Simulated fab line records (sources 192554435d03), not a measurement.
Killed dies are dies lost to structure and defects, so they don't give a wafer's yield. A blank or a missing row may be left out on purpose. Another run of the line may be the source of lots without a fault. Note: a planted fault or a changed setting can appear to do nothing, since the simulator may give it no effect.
Split-lot study / flow n5Finfet / route with 1938 steps; 7 lots, 21 wafers read

ON THE SPLIT
At N5_BEOL_M4_COAT_76 (time 60 s, resist thk 5 nm), the setting spinRpm was moved away from the recipe's 1500 rpm on 4 of the 21 wafers read, by +6.7% to +9.1%. For the rest of the wafers, this setting stayed at what the recipe calls for.

FROM THE SPLIT TO THE READING: what the file shows between them, 3 steps
- N5_BEOL_M4_COAT_22: resist thk 30 nm
- N5_BEOL_M4_EBR_24
- N5_BEOL_M4_DESCUM_33: chemistry O2, time 7 s

THE READING
etch.depthNm (the simulator's own value, which no gauge read), in nm, at N5_BEOL_M4_ETCH_77 (etches underlayer in N2/H2, target depth 6.5 nm, time 5.2 s). There is no usual value for it anywhere in the file. Across the 17 wafers here that went through the recipe, the average is 5.005 nm and the standard deviation 0.0091 nm.

wafer=L075.2; tool, chamber at the split=lithoTrack-05, 0; spinRpm as run, rpm=1500; against the recipe=recipe; etch.depthNm, nm=5.013; against lot-mates on the recipe=-
wafer=L075.3; tool, chamber at the split=lithoTrack-05, 0; spinRpm as run, rpm=1500; against the recipe=recipe; etch.depthNm, nm=5.003; against lot-mates on the recipe=-
wafer=L075.4; tool, chamber at the split=lithoTrack-05, 0; spinRpm as run, rpm=1601; against the recipe=+6.7%; etch.depthNm, nm=4.845; against lot-mates on the recipe=-0.163
wafer=L078.1; tool, chamber at the split=lithoTrack-05, 0; spinRpm as run, rpm=1500; against the recipe=recipe; etch.depthNm, nm=5.022; against lot-mates on the recipe=-
wafer=L078.2; tool, chamber at the split=lithoTrack-05, 0; spinRpm as run, rpm=1500; against the recipe=recipe; etch.depthNm, nm=5.015; against lot-mates on the recipe=-
wafer=L078.5; tool, chamber at the split=lithoTrack-05, 0; spinRpm as run, rpm=1500; against the recipe=recipe; etch.depthNm, nm=5.013; against lot-mates on the recipe=-
wafer=L080.2; tool, chamber at the split=lithoTrack-04, 0; spinRpm as run, rpm=1500; against the recipe=recipe; etch.depthNm, nm=5.01; against lot-mates on the recipe=-
wafer=L080.4; tool, chamber at the split=lithoTrack-04, 0; spinRpm as run, rpm=1500; against the recipe=recipe; etch.depthNm, nm=5.012; against lot-mates on the recipe=-
wafer=L080.6; tool, chamber at the split=lithoTrack-04, 0; spinRpm as run, rpm=1500; against the recipe=recipe; etch.depthNm, nm=4.992; against lot-mates on the recipe=-
wafer=L081.3; tool, chamber at the split=lithoTrack-04, 0; spinRpm as run, rpm=1500; against the recipe=recipe; etch.depthNm, nm=4.996; against lot-mates on the recipe=-
wafer=L081.5; tool, chamber at the split=lithoTrack-04, 0; spinRpm as run, rpm=1500; against the recipe=recipe; etch.depthNm, nm=5.006; against lot-mates on the recipe=-
wafer=L081.6; tool, chamber at the split=lithoTrack-04, 0; spinRpm as run, rpm=1630; against the recipe=+8.7%; etch.depthNm, nm=4.81; against lot-mates on the recipe=-0.191
wafer=L087.3; tool, chamber at the split=lithoTrack-04, 0; spinRpm as run, rpm=1500; against the recipe=recipe; etch.depthNm, nm=5; against lot-mates on the recipe=-
wafer=L087.4; tool, chamber at the split=lithoTrack-04, 0; spinRpm as run, rpm=1500; against the recipe=recipe; etch.depthNm, nm=4.996; against lot-mates on the recipe=-
wafer=L087.6; tool, chamber at the split=lithoTrack-04, 0; spinRpm as run, rpm=1626; against the recipe=+8.4%; etch.depthNm, nm=4.785; against lot-mates on the recipe=-0.213
wafer=L093.4; tool, chamber at the split=lithoTrack-04, 0; spinRpm as run, rpm=1500; against the recipe=recipe; etch.depthNm, nm=4.989; against lot-mates on the recipe=-
wafer=L093.5; tool, chamber at the split=lithoTrack-04, 0; spinRpm as run, rpm=1500; against the recipe=recipe; etch.depthNm, nm=5.01; against lot-mates on the recipe=-
wafer=L093.6; tool, chamber at the split=lithoTrack-04, 0; spinRpm as run, rpm=1500; against the recipe=recipe; etch.depthNm, nm=5.003; against lot-mates on the recipe=-
wafer=L096.2; tool, chamber at the split=lithoTrack-04, 0; spinRpm as run, rpm=1636; against the recipe=+9.1%; etch.depthNm, nm=4.812; against lot-mates on the recipe=-0.189
wafer=L096.4; tool, chamber at the split=lithoTrack-04, 0; spinRpm as run, rpm=1500; against the recipe=recipe; etch.depthNm, nm=5.009; against lot-mates on the recipe=-
wafer=L096.5; tool, chamber at the split=lithoTrack-04, 0; spinRpm as run, rpm=1500; against the recipe=recipe; etch.depthNm, nm=4.992; against lot-mates on the recipe=-

THE FIT
A straight line over all 21 wafers: etch.depthNm changes by -0.0233 nm for each +1% of spinRpm; r = -0.99; the points scatter about the line by 0.011 nm.
The same after taking each lot's own level away (the mean of its wafers on the recipe; 21 wafers): -0.0229 nm for each +1%; r = -0.99; scatter 0.0094 nm.
On that fit, the largest move of spinRpm shifts the reading by 0.21 nm.
From 4.9980 to 5.0167 nm: that is the span of the lots' own levels, equal to 2.0 times the standard deviation above.
Consequently the slope shifts little with the lot-to-lot level, the two slopes agreeing.
Check: -0.216 nm against its lot-mates is what the line predicts for one of the wafers moved furthest among these (+9.1%) when that wafer is left out of the fit. It came out at -0.189 nm against them.

FILE'S OWN FIT
etch.depthNm changes by -0.0229 nm for each +1% of spinRpm, r = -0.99.
